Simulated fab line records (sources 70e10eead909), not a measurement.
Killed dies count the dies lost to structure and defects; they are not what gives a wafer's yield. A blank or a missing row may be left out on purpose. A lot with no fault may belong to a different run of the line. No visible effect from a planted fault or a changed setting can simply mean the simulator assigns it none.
What tool caused it? | flow nand harc | 13 lots, 39 wafers sampled, at 5 steps of a route of 1159

== WHAT THE GAUGES SHOWED, per wafer ==
NHARC_P_ZERO_WELL_CD_MEAS_52: the cd target is 2000 nm. Usual: cd nm at 1998.8 nm, with a standard deviation of 2.1.
lot  | measured    | on        | cd nm (nm)           | flag
L201 | day 1 23:38 | cd sem-03 | 2001.5 2001.0 1995.1 |
L202 | day 2 06:08 | cd sem-03 | 1999.3 1999.0 2000.2 |
L203 | day 2 11:46 | cd sem-02 | 1998.9 2000.2 2000.3 |
L204 | day 2 17:54 | cd sem-02 | 2000.2 1999.2 1997.7 |
L205 | day 2 23:44 | cd sem-01 | 1994.5 1997.9 1999.5 |
L206 | day 3 06:15 | cd sem-03 | 2000.3 2001.7 1995.4 |
L213 | day 4 23:36 | cd sem-03 | 2001.5 1994.7 1997.9 |
L215 | day 5 11:30 | cd sem-02 | 2000.1 1999.7 2002.1 |
L216 | day 5 17:49 | cd sem-02 | 1999.2 1997.2 1997.0 |
L219 | day 6 11:38 | cd sem-01 | 1999.9 1997.7 1998.2 |
L220 | day 6 17:54 | cd sem-01 | 2000.9 2000.5 2002.8 |
L222 | day 7 05:46 | cd sem-02 | 2000.4 1996.8 1998.7 |
L223 | day 7 11:45 | cd sem-03 | 1999.7 2001.2 1994.6 |

NHARC_END_SORT_01. Usual: killed at array 27, standard deviation 12; killed at other 0.9, standard deviation 1.1; killed at periphery 3.2, standard deviation 2.4; killed dies 31, standard deviation 12; killed open 3.3, standard deviation 1.7; killed short 2.0, standard deviation 1.6.
lot  | measured     | on        | killed at array | killed at other | killed at periphery | killed dies | killed open | killed short | flag
L201 | day 20 02:32 | prober-02 | 26 35 35        | 0 1 1           | 5 5 1               | 31 41 37    | 3 4 3       | 0 5 2        |
L202 | day 19 10:23 | prober-01 | 10 13 13        | 1 2 1           | 6 1 2               | 17 16 16    | 4 3 3       | 1 0 4        |
L203 | day 23 21:30 | prober-02 | 19 19 21        | 1 0 0           | 6 2 3               | 26 21 24    | 4 3 6       | 6 2 3        |
L204 | day 23 19:52 | prober-01 | 18 19 14        | 2 1 2           | 2 1 1               | 22 21 17    | 3 0 0       | 1 1 2        |
L205 | day 24 04:32 | prober-02 | 9 10 15         | 0 0 0           | 1 2 1               | 10 12 16    | 4 0 5       | 2 1 3        |
L206 | day 24 11:29 | prober-02 | 11 15 12        | 0 2 1           | 7 4 10              | 18 21 23    | 3 4 4       | 2 1 1        |
L213 | day 25 03:07 | prober-01 | 23 30 24        | 1 0 1           | 1 0 0               | 25 30 25    | 3 5 3       | 2 1 3        |
L215 | day 25 18:42 | prober-02 | 27 34 33        | 0 1 0           | 2 2 2               | 29 37 35    | 2 4 2       | 1 3 1        |
L216 | day 26 02:29 | prober-02 | 29 33 26        | 3 1 1           | 3 2 3               | 35 36 30    | 4 4 3       | 2 0 2        |
L219 | day 27 04:17 | prober-01 | 32 21 30        | 0 1 2           | 3 0 0               | 35 22 32    | 5 4 2       | 3 1 4        |
L220 | day 26 02:29 | prober-01 | 23 21 19        | 0 0 0           | 0 2 1               | 23 23 20    | 5 5 5       | 2 5 0        |
L222 | day 26 19:44 | prober-02 | 25 26 21        | 3 3 1           | 2 5 4               | 30 34 26    | 2 6 4       | 3 2 5        |
L223 | day 27 02:01 | prober-02 | 21 17 23        | 3 0 5           | 2 3 4               | 26 20 32    | 1 2 4       | 5 0 2        |

== TOOL THAT RAN EACH LOT (tool first, then ch and the chambers of the sampled wafers, then the start) ==
lot  | NHARC_P_ZERO_WELL_PEB_09         | NHARC_P_ZERO_WELL_ETCH_62                    | NHARC_P_ZERO_WELL_DESCUM_26
L201 | litho track-02 ch 0, day 1 19:02 | rie diel-05 ch 0,2, day 1 20:32 or earlier   | rie diel-10 ch 1,2,3, day 1 20:32
L202 | litho track-02 ch 0, day 2 01:20 | rie diel-10 ch 2,3, day 2 03:01 or earlier   | rie diel-10 ch 0,2,3, day 2 03:01
L203 | litho track-02 ch 0, day 2 07:10 | rie diel-10 ch 0,1, day 2 08:40 or earlier   | rie diel-05 ch 0,1,2, day 2 08:40
L204 | litho track-05 ch 0, day 2 13:17 | rie diel-05 ch 1,2,3, day 2 14:48 or earlier | rie diel-05 ch 0,1,3, day 2 14:48
L205 | litho track-02 ch 0, day 2 19:07 | rie diel-05 ch 1,2,3, day 2 20:36 or earlier | rie diel-05 ch 0,1,3, day 2 20:36
L206 | litho track-02 ch 0, day 3 01:02 | rie diel-10 ch 0,1,2, day 3 03:07 or earlier | rie diel-10 ch 1,2,3, day 3 03:07
L213 | litho track-05 ch 0, day 4 19:02 | rie diel-06 ch 0,2, day 4 20:37 or earlier   | rie diel-06 ch 1,2, day 4 20:37
L215 | litho track-07 ch 0, day 5 07:02 | rie diel-06 ch 0,2,3, day 5 08:31 or earlier | rie diel-10 ch 0,2,3, day 5 08:31
L216 | litho track-07 ch 0, day 5 13:02 | rie diel-10 ch 1,2,3, day 5 14:40 or earlier | rie diel-06 ch 0,2, day 5 14:40
L219 | litho track-02 ch 0, day 6 07:10 | rie diel-05 ch 0,2,3, day 6 08:38 or earlier | rie diel-10 ch 0,3, day 6 08:38
L220 | litho track-07 ch 0, day 6 13:10 | rie diel-10 ch 1,2,3, day 6 14:47 or earlier | rie diel-05 ch 0,1,2, day 6 14:47
L222 | litho track-07 ch 0, day 7 01:10 | rie diel-06 ch 0,1,2, day 7 02:49 or earlier | rie diel-06 ch 0,1,3, day 7 02:49
L223 | litho track-02 ch 0, day 7 07:09 | rie diel-05 ch 0,2,3, day 7 08:46 or earlier | rie diel-06 ch 0,1, day 7 08:46
- NHARC_P_ZERO_WELL_PEB_09: peb time 80 s.
- NHARC_P_ZERO_WELL_ETCH_62: etches the open film in CHF3/Ar, target depth 13 nm, time 6.5 s.
- NHARC_P_ZERO_WELL_DESCUM_26: chemistry O2, time 3 s.

== AS READ BY THE TOOLS THEMSELVES (means over the sampled wafers that have a number; for cases with no such wafer, the mark the record gives instead) ==
NHARC_P_ZERO_WELL_PEB_09. Usual: plate temp C at 128.00 C, with a standard deviation of 0.12.
lot  | tool           | plate temp C (C) | flag
L201 | litho track-02 | 128.09           |
L202 | litho track-02 | 127.86           |
L203 | litho track-02 | 127.15           | OFF
L204 | litho track-05 | 128.08           |
L205 | litho track-02 | 127.29           | OFF
L206 | litho track-02 | 127.21           | OFF
L213 | litho track-05 | 128.11           |
L215 | litho track-07 | 128.11           |
L216 | litho track-07 | 127.97           |
L219 | litho track-02 | 128.02           |
L220 | litho track-07 | 128.14           |
L222 | litho track-07 | 127.93           |
L223 | litho track-02 | 128.00           |

NHARC_P_ZERO_WELL_ETCH_62. Usual: drypump motor current A 5.8 A, standard deviation 0.42; oes product au 0.963 a.u., standard deviation 0.017; rf vpp V 370.5 V, standard deviation 2.5; showerhead plenum p Torr 2.34 Torr, standard deviation 0.11; throttle valve pct 20.217 %, standard deviation 0.0095.
lot  | tool        | drypump motor current A (A) | oes product au (a.u.) | rf vpp V (V) | showerhead plenum p Torr (Torr) | throttle valve pct (%) | flag
L201 | rie diel-05 | 5.8                         | 0.970                 | 370.3        | 2.30                            | 20.222                 |
L202 | rie diel-10 | 5.8                         | 0.962                 | 371.1        | 2.34                            | 20.217                 |
L203 | rie diel-10 | 5.9                         | 0.982                 | 368.4        | 2.25                            | 20.217                 |
L204 | rie diel-05 | 5.9                         | 0.972                 | 371.8        | 2.45                            | 20.224                 |
L205 | rie diel-05 | 5.9                         | 0.967                 | 372.9        | 2.45                            | 20.222                 |
L206 | rie diel-10 | 5.9                         | 0.972                 | 368.7        | 2.26                            | 20.207                 |
L213 | rie diel-06 | 5.9                         | 0.968                 | 370.8        | 2.36                            | 20.217                 |
L215 | rie diel-06 | 6.0                         | 0.962                 | 369.4        | 2.31                            | 20.216                 |
L216 | rie diel-10 | 5.7                         | 0.932                 | 371.4        | 2.36                            | 20.212                 |
L219 | rie diel-05 | 5.6                         | 0.970                 | 371.4        | 2.37                            | 20.216                 |
L220 | rie diel-10 | 5.7                         | 0.951                 | 371.6        | 2.36                            | 20.223                 |
L222 | rie diel-06 | 6.0                         | 0.957                 | 370.1        | 2.31                            | 20.216                 |
L223 | rie diel-05 | 5.6                         | 0.968                 | 370.5        | 2.37                            | 20.211                 |

NHARC_P_ZERO_WELL_DESCUM_26. Usual: drypump motor current A 5.9 A, standard deviation 0.4; oes product au 0.995 a.u., standard deviation 0.013; rf vpp V 57.7 V, standard deviation 0.84; showerhead plenum p Torr 1.92 Torr, standard deviation 0.095; throttle valve pct 11.311 %, standard deviation 0.0077.
lot  | tool        | drypump motor current A (A) | oes product au (a.u.) | rf vpp V (V) | showerhead plenum p Torr (Torr) | throttle valve pct (%) | flag
L201 | rie diel-10 | 5.7                         | 1.004                 | 57.4         | 1.93                            | 11.310                 |
L202 | rie diel-10 | 5.8                         | 0.989                 | 57.8         | 1.90                            | 11.312                 |
L203 | rie diel-05 | 6.1                         | 1.006                 | 57.8         | 1.94                            | 11.318                 |
L204 | rie diel-05 | 5.6                         | 1.000                 | 58.0         | 1.95                            | 11.314                 |
L205 | rie diel-05 | 5.6                         | 1.000                 | 58.1         | 1.95                            | 11.312                 |
L206 | rie diel-10 | 5.7                         | 1.002                 | 57.4         | 1.93                            | 11.307                 |
L213 | rie diel-06 | 5.7                         | 0.992                 | 56.7         | 1.88                            | 11.303                 |
L215 | rie diel-10 | 5.9                         | 0.984                 | 58.2         | 1.90                            | 11.309                 |
L216 | rie diel-06 | 5.9                         | 0.995                 | 57.9         | 1.93                            | 11.311                 |
L219 | rie diel-10 | 5.9                         | 1.008                 | 56.7         | 1.89                            | 11.304                 |
L220 | rie diel-05 | 6.1                         | 0.992                 | 57.2         | 1.94                            | 11.301                 |
L222 | rie diel-06 | 6.1                         | 0.985                 | 57.8         | 1.84                            | 11.313                 |
L223 | rie diel-06 | 6.1                         | 0.986                 | 57.5         | 1.84                            | 11.314                 |

== THE ANSWER, worked out from the rows above alone ==
Rule: take the mean of a lot's wafers that have a number; if it is more than 3 standard deviations from the usual mean, the lot is off. Also off: a lot with no number at a reading for which 4 or more lots have one. The other lots that the step has rows for count as sound. Order of review: gauges by route order, followed by the tools' own readings, for which a lot's mean as printed above is used. The first step at which some lot is off is used, and at that step the reading that is off furthest; a lot without a number counts as furthest.
Off at NHARC_P_ZERO_WELL_PEB_09 (plate temp C): L203, L205, L206.
A tool fits if, at that step or a process step before it, it ran every lot that is off, and no sound lot after the first of them. None of those tried fits.

== WHAT THE SIMULATOR PUT IN ==
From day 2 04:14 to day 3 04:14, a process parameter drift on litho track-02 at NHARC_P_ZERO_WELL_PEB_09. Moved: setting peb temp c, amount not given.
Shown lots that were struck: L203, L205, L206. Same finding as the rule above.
